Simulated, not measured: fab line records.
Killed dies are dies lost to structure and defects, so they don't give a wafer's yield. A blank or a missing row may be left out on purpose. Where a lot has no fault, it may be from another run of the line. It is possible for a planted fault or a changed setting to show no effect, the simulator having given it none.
One fault seen from 2 desks	flow n5_finfet	numbers are kept per desk, each desk with only its own; the story behind them comes last

## THE METROLOGY DESK
What the gauges read for every lot (on any tool): the sampled wafers with a number, averaged. Marked OUT: a lot whose mean sits more than 4 standard deviations from the usual mean, which makes it out of limits; the brackets give that distance. Readings shown: 7 of its 10, picked as those furthest out on some lot.
Columns: A = DIBL_P at N5_BEOL_M4_RC_MEAS_101, usual 37.0 mV/V; B = IOFF_P at N5_BEOL_M4_RC_MEAS_101, usual 0.22 nA/um; C = ION_N at N5_BEOL_M4_RC_MEAS_101, usual 679 uA/um; D = ION_P at N5_BEOL_M4_RC_MEAS_101, usual 465 uA/um; E = SS_N at N5_BEOL_M4_RC_MEAS_101, usual 71.7 mV/dec; F = VT_N at N5_BEOL_M4_RC_MEAS_101, usual 249 mV; G = VT_P at N5_BEOL_M4_RC_MEAS_101, usual -249 mV
lot	first seen here	A	B	C	D	E	F	G
L626	day 10 13:54	37.1	0.23	684	468	71.7	246	-249
L629	day 10 21:41	37.4	0.24	675	466	72.0	250	-248
L628	day 11 15:25	38.3	0.22	688	468	72.4	250	-252
L635	day 13 01:14	38.2	0.20	676	461	71.4	249	-254
L639	day 14 08:27	36.8	0.27	680	471	72.0	246	-246
L637	day 15 05:56	36.2	0.24	682	472	71.8	249	-246
L642	day 15 06:29	38.9	0.27	671	464	71.7	247	-247
L644	day 15 07:17	37.0	0.23	675	464	71.9	250	-248
L648	day 16 17:29	34.5	0.19	659	452	71.7	250	-253
Result from this desk: across the 9 lots, nothing is out of limits.

## THE TOOL OWNER'S DESK: cvd_co-01
The tool's own readings at N5_BEOL_M0_CVD_115 (deposits Co from CCTBA/H2, time 120 s): means of the sampled wafers that have a number, for each lot that ran on this tool. Marked OUT: a lot whose mean sits more than 4 standard deviations from the usual mean, which makes it out of limits; the brackets give that distance.
Columns: A = chamber_pressure_Torr at N5_BEOL_M0_CVD_115, usual 30.01 Torr; B = run_length_s at N5_BEOL_M0_CVD_115, usual 143.1 s
lot	first seen here	A	B
L629	day 6 21:53	30.07	143.2
L635	day 8 22:08	29.96	142.8
L639	day 9 18:01	29.87	182.7 (+78) OUT
L637	day 9 21:46	30.05	182.4 (+77) OUT
This desk finds L637, L639 out of limits, L639 being first, at day 9 18:01 (run_length_s at N5_BEOL_M0_CVD_115). In limits: L629, L635.

## TAKEN TOGETHER
The tool owner's desk could have raised an alarm at day 9 18:01, on L637, L639.
Metrology desk: nothing out of limits seen.
The metrology desk holds a record of L637, L639, inside its limits.
The lots listed all ran N5_BEOL_M0_CVD_115 on cvd_co-01.

## WHAT THE SIMULATOR HAD PUT IN
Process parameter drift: cvd_co-01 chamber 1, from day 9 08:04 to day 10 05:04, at N5_BEOL_M0_CVD_115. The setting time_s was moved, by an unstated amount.
Struck lots among those shown: L637, L639.
Delay in hours, fault start to first out-of-limits reading, by desk: the tool owner's desk at 10.
